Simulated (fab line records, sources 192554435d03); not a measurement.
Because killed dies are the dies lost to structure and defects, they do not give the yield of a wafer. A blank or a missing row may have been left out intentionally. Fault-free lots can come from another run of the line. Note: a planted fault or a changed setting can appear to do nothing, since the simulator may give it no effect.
Split-lot trial    flow n5 finfet    route with 1938 steps; 7 lots, 21 wafers read

== ABOUT THE SPLIT ==
At N5_SD_EPI_P_PEB_07 (peb time 60 s), the setting peb time s was moved away from the recipe's 60 s on 7 of the 21 wafers read, by -11.1% to +21.9%. The other wafers ran this setting at the recipe's value.

== FROM THE SPLIT ON TO THE READING: in between, the file shows 1 step ==
- N5_SD_EPI_P_DEVELOP_08: develop time 30 s

== THE READING ==
cd nm, in nm, at N5_SD_EPI_P_CD_MEAS_09 (target cd 240 nm). On this fab line, fault-free wafers typically give 239.8 nm with a standard deviation of 0.71 nm.

wafer   tool, chamber at the split  peb time s as run, s  against the recipe  cd nm, nm  against lot-mates on the recipe
L076.3  litho track-02, 0           60                    recipe              241.2      -
L076.4  litho track-02, 0           60                    recipe              240.8      -
L076.5  litho track-02, 0           60                    recipe              239.9      -
L077.1  litho track-02, 0           60                    recipe              240.6      -
L077.3  litho track-02, 0           60                    recipe              240.0      -
L077.4  litho track-02, 0           60                    recipe              239.8      -
L078.1  litho track-01, 0           60                    recipe              240.2      -
L078.4  litho track-01, 0           60                    recipe              239.3      -
L078.6  litho track-01, 0           60                    recipe              239.6      -
L079.1  litho track-01, 0           60                    recipe              240.4      -
L079.2  litho track-01, 0           68.46                 +14.1%              244.7      +4.3
L079.3  litho track-01, 0           68.46                 +14.1%              243.9      +3.5
L083.3  litho track-01, 0           53.31                 -11.1%              236.1      -3.5
L083.5  litho track-01, 0           53.31                 -11.1%              236.3      -3.3
L083.6  litho track-01, 0           60                    recipe              239.6      -
L085.1  litho track-01, 0           60                    recipe              240.5      -
L085.3  litho track-01, 0           60                    recipe              240.4      -
L085.4  litho track-01, 0           73.15                 +21.9%              246.4      +6.0
L092.2  litho track-03, 0           60                    recipe              239.9      -
L092.4  litho track-03, 0           73                    +21.7%              245.8      +5.9
L092.5  litho track-03, 0           73                    +21.7%              246.1      +6.2

THE FIT
A straight line over all 21 wafers: cd nm changes by +0.291 nm for each +1% of peb time s; r = +0.98; the points scatter about the line by 0.52 nm.
The same after taking each lot's own level away (the mean of its wafers on the recipe; 21 wafers): +0.282 nm for each +1%; r = +0.99; scatter 0.34 nm.
According to that fit, moving peb time s by its largest amount changes the reading by 6.2 nm.
Across the lots, their own levels run from 239.60 to 240.63 nm, a range of 1.5 times the standard deviation given above.
The two slopes are in agreement: the lot-to-lot level therefore moves the slope only a little.
Check: for one of the wafers moved furthest among these (+21.9%), held out of the fit, the line's prediction against its lot-mates is +6.18 nm. Against them it came out at +5.95 nm.

== FURTHER SPLITS ON THESE WAFERS ==
These wafers also went through other splits before the reading. Each is held against what the fit with the lots' levels taken away leaves over:
other split on the same wafers             wafers away from the commonest value  r with cd nm (lot level and that fit taken away)
N5_WELL_APT_COAT_02 spin rpm               7                                     -0.35
N5_PMOS_HMC_CHANNEL_EPI_EXPOSE_06 dose mj  6                                     -0.01
N5_PMOS_HMC_CHANNEL_EPI_DESCUM_14 time s   6                                     +0.15
N5_FIN_SAQP_EXPOSE_13 dose mj              11                                    +0.00
N5_FIN_SAQP_DEVELOP_15 develop time s      7                                     +0.13
N5_DUMMY_GATE_EXPOSE_12 dose mj            5                                     -0.10
N5_DUMMY_GATE_ETCH_37 source w             9                                     +0.01

== THE WHOLE CHAIN: every reading that the file lists as answering this split, in the file's order ==
step                    what it does              reading                                                          change (the file's fit)                r (the file's)
N5_SD_EPI_P_CD_MEAS_09  target cd 240 nm          cd nm                                                            +0.279 nm for each +1% of the setting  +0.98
N5_SD_EPI_P_DESCUM_14   chemistry O2, time 7.9 s  SD_EPI_P.cd nm (the simulator's own value, which no gauge read)  +0.292 nm for each +1% of the setting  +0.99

== THE FILE'S OWN FIT ==
cd nm changes by +0.279 nm for each +1% of peb time s, r = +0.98.
